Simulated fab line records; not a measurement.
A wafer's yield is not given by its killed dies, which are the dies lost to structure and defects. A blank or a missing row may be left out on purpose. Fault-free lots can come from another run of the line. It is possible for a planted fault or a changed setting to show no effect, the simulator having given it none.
Comparing a struck lot with a sound one | flow n5_finfet | 16 steps out of a route of 1938
Sound: wafers L519.1, L519.3, L519.4. Struck: wafer L530.2. (L530.1, L530.6 of the same lot were not struck and are left out.) The cause comes at the end.
Order at every step that has rows: each side's tool, ch and its chambers, its first start. Under that, the readings that differ: sound wafers | struck wafers | difference of the means | sigmas: that difference in standard deviations of wafers without a fault.
alike: words and numbers the same on both sides, and readings whose means are apart by under 2 such deviations; not compared: readings that were withheld, readings missing a value for some wafer, numbers with overlapping values and no deviation given by the record, and bounds like >300 which may hide the same value.
The two part at a step that has a row with sigmas, a row that says differs or no value, or rows on one side only. Numbers that don't overlap but have no deviation are shown without sigmas and don't part them. A reading missing from all wafers of one side parts the sides only when that side holds two or more wafers.

first, 8 steps without rows for these wafers: N5_BEOL_M4_COAT_62 (time 60 s, resist thk 12 nm); N5_BEOL_M4_COAT_73 (time 60 s, resist thk 5 nm); N5_BEOL_M4_COAT_05 (resist thk 30 nm); N5_BEOL_M4_EBR_07; N5_BEOL_M4_SOFTBAKE_06 (time 60 s); N5_BEOL_M4_EXPOSE_08 (exposes mask M4); N5_BEOL_M4_PEB_09 (peb time 60 s); N5_BEOL_M4_DEVELOP_10 (develop time 30 s).
N5_BEOL_M4_CD_MEAS_11: the cd target is 16.79 nm.
  sound on cd_sem-02 ch 0, day 9 22:17; struck on cd_sem-02 ch 0, day 13 20:08
  alike: cd_nm
N5_BEOL_M4_OVL_MEAS_12:
  sound on overlay-01 ch 0, day 9 22:19; struck on overlay-02 ch 0, day 13 20:10
  alike: M4_OVL
N5_BEOL_M4_INSPECT_13: inspects for defects (brightfield).
  sound on defect_inspect-01, day 9 22:22; struck on defect_inspect-01, day 13 20:13
  alike: raw_defect_count
N5_BEOL_M4_DESCUM_16: chemistry O2, time 7 s.
  sound on rie_diel-03 ch 1,2,3, day 9 22:24; struck on rie_diel-05 ch 1, day 13 20:16
  reading                | sound     | struck | difference | sigmas
  rf_hours_counter_h (h) | 52 157 59 | 41     | -48        |
  alike: drypump_motor_current_A, oes_product_au, rf_fwd_power_W, rf_vpp_V, showerhead_plenum_p_Torr, throttle_valve_pct
N5_BEOL_M4_ETCH_74: etches underlayer in N2/H2, target depth 6.5 nm, time 5.2 s.
  sound on rie_diel-03 ch 1,2,3, day 9 22:26; struck on rie_diel-05 ch 1, day 13 20:17
  reading                | sound          | struck | difference | sigmas
  etch_rf_on_time_s (s)  | 5.14 5.19 5.17 | 6.82   | +1.65      | +19
  rf_hours_counter_h (h) | 52 157 59      | 41     | -48        |
  alike: drypump_motor_current_A, oes_product_au, rf_fwd_power_W, rf_vpp_V, showerhead_plenum_p_Torr, throttle_valve_pct
N5_BEOL_M4_ETCH_63: etches SiARC in CF4, target depth 15.6 nm, time 26 s.
  sound on rie_diel-03 ch 1,2,3, day 9 22:28; struck on rie_diel-05 ch 1, day 13 20:19
  reading                | sound     | struck | difference | sigmas
  rf_hours_counter_h (h) | 52 157 59 | 41     | -48        |
  alike: drypump_motor_current_A, etch_rf_on_time_s, oes_product_au, rf_fwd_power_W, rf_vpp_V, showerhead_plenum_p_Torr, throttle_valve_pct
N5_BEOL_M4_RC_MEAS_101:
  sound on prober-02 ch 0, day 10 04:49; struck on prober-02 ch 0, day 15 02:09
  alike: DIBL_N, DIBL_P, IOFF_N, IOFF_P, ION_N, ION_P, SS_N, SS_P, VT_N, VT_P
N5_PASSIVATION_PROBE_49:
  the record holds rows for the sound wafers here (prober-01, day 15 05:31) but none for the struck ones

== WHERE THEY PART ==
Last at N5_PASSIVATION_PROBE_49 as far as this record goes, first at N5_BEOL_M4_ETCH_74.

WHY: whatever the simulator had introduced
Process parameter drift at N5_BEOL_M4_ETCH_74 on rie_diel-05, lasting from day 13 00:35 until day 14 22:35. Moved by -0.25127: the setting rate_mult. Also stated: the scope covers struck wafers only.
